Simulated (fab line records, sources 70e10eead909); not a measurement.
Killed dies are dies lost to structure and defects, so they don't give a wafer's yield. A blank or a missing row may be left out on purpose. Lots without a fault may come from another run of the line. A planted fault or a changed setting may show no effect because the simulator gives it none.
Chamber matching | flow nand_harc | NHARC_P_GATE_DESCUM_61 on rie_diel-06: 4 sister chambers
The step chemistry O2, time 3 s. 4 wafers are shown with their chamber, then 12 later ones without.

WAFERS WITH THEIR CHAMBER
wafer  | chamber | drypump_motor_current_A (A)
L084.3 | 2       | 6.1
L088.5 | 0       | 6.2
L090.1 | 1       | 5.4
L090.6 | 3       | 5.8

WAFERS WITHOUT THEIR CHAMBER
wafer  | drypump_motor_current_A (A)
L091.2 | 5.7
L091.3 | 6.1
L091.5 | 5.7
L092.1 | 5.8
L092.2 | 6.1
L092.3 | 5.4
L092.4 | 6.2
L092.5 | 5.4
L092.6 | 6.1
L094.1 | 6.1
L094.3 | 5.8
L094.4 | 6.1

WHICH CHAMBER EACH WENT THROUGH
wafer  | from the rows above | in truth
L091.2 | 3                   | 3
L091.3 | 2                   | 2
L091.5 | 3                   | 3
L092.1 | 3                   | 3
L092.2 | 2                   | 2
L092.3 | 1                   | 1
L092.4 | 0                   | 0
L092.5 | 1                   | 1
L092.6 | 2                   | 2
L094.1 | 2                   | 2
L094.3 | 3                   | 3
L094.4 | 2                   | 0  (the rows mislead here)
Placed correctly: 11 of 12. Can't be placed from these rows: 0. Placed wrongly: 1.
How it was worked out, from the rows above alone: a wafer's distance from a chamber is the root of the sum, over the readings, of the square of ((its reading less the chamber's mean) divided by the reading's scatter). The wafer belongs to the nearest chamber; if the next one is less than 2 further off, it can't be placed. A chamber's mean is the mean of its shown wafers. The scatter: with one shown wafer a chamber, the root of the mean of the squares of how far each hidden wafer lies from its nearest shown one.
